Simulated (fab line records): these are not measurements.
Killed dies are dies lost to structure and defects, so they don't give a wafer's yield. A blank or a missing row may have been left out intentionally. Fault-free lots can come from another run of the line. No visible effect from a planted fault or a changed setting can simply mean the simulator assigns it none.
Split-lot study || flow n5-finfet || 21 wafers read across 7 lots, on a route 1938 steps long

## THE SPLIT
At N5_BEOL_M14_PEB_08 (peb time 90 s), the setting peb-temp-c was moved away from the recipe's 130 C on 9 of the 21 wafers read, by -2.8% to +2.3%. All remaining wafers had this setting at the recipe value.

## FROM THE SPLIT TO THE READING: what the file shows between them, 10 steps
- N5_BEOL_M14_DEVELOP_09: develop time 45 s
- N5_BEOL_M14_HARDBAKE_14: time 120 s
- N5_BEOL_M14_CD_MEAS_10: target cd 250 nm
- N5_BEOL_M14_DESCUM_15: chemistry O2, time 7.9 s
- N5_BEOL_M14_ETCH_59: etches BARC in N2/H2, target depth 89 nm, overetch 26.7 nm, time 67.9 s
- N5_BEOL_M14_VIA_ETCH_16: etches SiO2 in C4F8/O2/Ar, target depth 1231.3 nm
- N5_BEOL_M14_STRIP_63: strips in O2
- N5_BEOL_M14_STRIP_64: strips in O2
- N5_BEOL_M14_STRIP_71: strips in post etch residue remover, time 60 s
- N5_BEOL_M14_SRD_72: time 30 s, dry time 30 s

## THE READING
cd-nm at N5_BEOL_M14_CD_MEAS_17, given in nm (cd target 250 nm). On this fab line, fault-free wafers typically give 251.1 nm with a standard deviation of 2.5 nm.

{"wafer": "L082.1", "tool, chamber at the split": "litho-track-01, 0", "peb-temp-c as run, C": 130, "against the recipe": "recipe", "cd-nm, nm": 246.9, "against lot-mates on the recipe": "-"}
{"wafer": "L082.2", "tool, chamber at the split": "litho-track-01, 0", "peb-temp-c as run, C": 130, "against the recipe": "recipe", "cd-nm, nm": 247.6, "against lot-mates on the recipe": "-"}
{"wafer": "L082.4", "tool, chamber at the split": "litho-track-01, 0", "peb-temp-c as run, C": 130, "against the recipe": "recipe", "cd-nm, nm": 247.8, "against lot-mates on the recipe": "-"}
{"wafer": "L077.2", "tool, chamber at the split": "litho-track-04, 0", "peb-temp-c as run, C": 130, "against the recipe": "recipe", "cd-nm, nm": 253.1, "against lot-mates on the recipe": "-"}
{"wafer": "L077.4", "tool, chamber at the split": "litho-track-04, 0", "peb-temp-c as run, C": 130, "against the recipe": "recipe", "cd-nm, nm": 255.8, "against lot-mates on the recipe": "-"}
{"wafer": "L077.5", "tool, chamber at the split": "litho-track-04, 0", "peb-temp-c as run, C": 126.4, "against the recipe": "-2.8%", "cd-nm, nm": 237.0, "against lot-mates on the recipe": -17.4}
{"wafer": "L083.2", "tool, chamber at the split": "litho-track-04, 0", "peb-temp-c as run, C": 133, "against the recipe": "+2.3%", "cd-nm, nm": 261.3, "against lot-mates on the recipe": "+8.6"}
{"wafer": "L083.4", "tool, chamber at the split": "litho-track-04, 0", "peb-temp-c as run, C": 130, "against the recipe": "recipe", "cd-nm, nm": 252.7, "against lot-mates on the recipe": "-"}
{"wafer": "L083.5", "tool, chamber at the split": "litho-track-04, 0", "peb-temp-c as run, C": 133, "against the recipe": "+2.3%", "cd-nm, nm": 261.7, "against lot-mates on the recipe": "+9.0"}
{"wafer": "L086.1", "tool, chamber at the split": "litho-track-03, 0", "peb-temp-c as run, C": 126.9, "against the recipe": "-2.4%", "cd-nm, nm": 235.0, "against lot-mates on the recipe": -15.4}
{"wafer": "L086.3", "tool, chamber at the split": "litho-track-03, 0", "peb-temp-c as run, C": 126.9, "against the recipe": "-2.4%", "cd-nm, nm": 234.8, "against lot-mates on the recipe": -15.6}
{"wafer": "L086.5", "tool, chamber at the split": "litho-track-03, 0", "peb-temp-c as run, C": 130, "against the recipe": "recipe", "cd-nm, nm": 250.4, "against lot-mates on the recipe": "-"}
{"wafer": "L087.1", "tool, chamber at the split": "litho-track-03, 0", "peb-temp-c as run, C": 128.4, "against the recipe": "-1.2%", "cd-nm, nm": 245.4, "against lot-mates on the recipe": -9.1}
{"wafer": "L087.2", "tool, chamber at the split": "litho-track-03, 0", "peb-temp-c as run, C": 130, "against the recipe": "recipe", "cd-nm, nm": 254.5, "against lot-mates on the recipe": "-"}
{"wafer": "L087.4", "tool, chamber at the split": "litho-track-03, 0", "peb-temp-c as run, C": 128.4, "against the recipe": "-1.2%", "cd-nm, nm": 247.6, "against lot-mates on the recipe": -6.9}
{"wafer": "L090.2", "tool, chamber at the split": "litho-track-03, 0", "peb-temp-c as run, C": 132.2, "against the recipe": "+1.7%", "cd-nm, nm": 263.5, "against lot-mates on the recipe": "+11.4"}
{"wafer": "L090.3", "tool, chamber at the split": "litho-track-03, 0", "peb-temp-c as run, C": 132.2, "against the recipe": "+1.7%", "cd-nm, nm": 260.4, "against lot-mates on the recipe": "+8.3"}
{"wafer": "L090.5", "tool, chamber at the split": "litho-track-03, 0", "peb-temp-c as run, C": 130, "against the recipe": "recipe", "cd-nm, nm": 252.1, "against lot-mates on the recipe": "-"}
{"wafer": "L092.1", "tool, chamber at the split": "litho-track-03, 0", "peb-temp-c as run, C": 130, "against the recipe": "recipe", "cd-nm, nm": 252.4, "against lot-mates on the recipe": "-"}
{"wafer": "L092.2", "tool, chamber at the split": "litho-track-03, 0", "peb-temp-c as run, C": 130, "against the recipe": "recipe", "cd-nm, nm": 253.6, "against lot-mates on the recipe": "-"}
{"wafer": "L092.4", "tool, chamber at the split": "litho-track-03, 0", "peb-temp-c as run, C": 130, "against the recipe": "recipe", "cd-nm, nm": 250.7, "against lot-mates on the recipe": "-"}

THE FIT
A straight line over all 21 wafers: cd-nm changes by +5.53 nm for each +1% of peb-temp-c; r = +0.94; the points scatter about the line by 2.7 nm.
The same after taking each lot's own level away (the mean of its wafers on the recipe; 21 wafers): +5.58 nm for each +1%; r = +0.98; scatter 1.7 nm.
On that fit, the largest move of peb-temp-c shifts the reading by 15 nm.
The span of the lots' own levels, 247.43 to 254.50 nm, comes to 2.8 times the standard deviation stated above.
Hence the lot-to-lot level has little effect on the slope; both slopes agree.
Check: for one of the wafers moved furthest among these (-2.8%), held out of the fit, the line's prediction against its lot-mates is -15.8 nm. Against them it came out at -17.4 nm.

## FURTHER SPLITS ON THESE WAFERS
Note: prior to the reading, these wafers also went through further splits. Each is held against what the fit with the lots' levels taken away leaves over:
{"other split on the same wafers": "N5_BEOL_M9_TRENCH_ETCH_37 source-w", "wafers away from the commonest value": 9, "r with cd-nm (lot level and that fit taken away)": "+0.14"}
{"other split on the same wafers": "N5_BEOL_M11_ETCH_62 time-s", "wafers away from the commonest value": 8, "r with cd-nm (lot level and that fit taken away)": -0.11}
{"other split on the same wafers": "N5_BEOL_M11_COAT_63 spin-rpm", "wafers away from the commonest value": 4, "r with cd-nm (lot level and that fit taken away)": "+0.10"}
{"other split on the same wafers": "N5_BEOL_M11_ALD_74 ald-cycles", "wafers away from the commonest value": 7, "r with cd-nm (lot level and that fit taken away)": "+0.16"}
{"other split on the same wafers": "N5_BEOL_M12_SPUTTER_44 time-s", "wafers away from the commonest value": 8, "r with cd-nm (lot level and that fit taken away)": -0.25}
{"other split on the same wafers": "N5_BEOL_M14_ILD_DEP_00 time-s", "wafers away from the commonest value": 7, "r with cd-nm (lot level and that fit taken away)": "+0.07"}

## THE WHOLE CHAIN: every reading that the file lists as answering this split, in the file's order
{"step": "N5_BEOL_M14_CD_MEAS_10", "what it does": "target cd 250 nm", "reading": "cd-nm", "change (the file's fit)": "+6.31 nm for each +1% of the setting", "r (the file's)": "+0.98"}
{"step": "N5_BEOL_M14_CD_MEAS_17", "what it does": "target cd 250 nm", "reading": "cd-nm", "change (the file's fit)": "+5.73 nm for each +1% of the setting", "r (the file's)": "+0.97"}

## FILE'S OWN FIT
cd-nm changes by +5.73 nm for each +1% of peb-temp-c, r = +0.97.
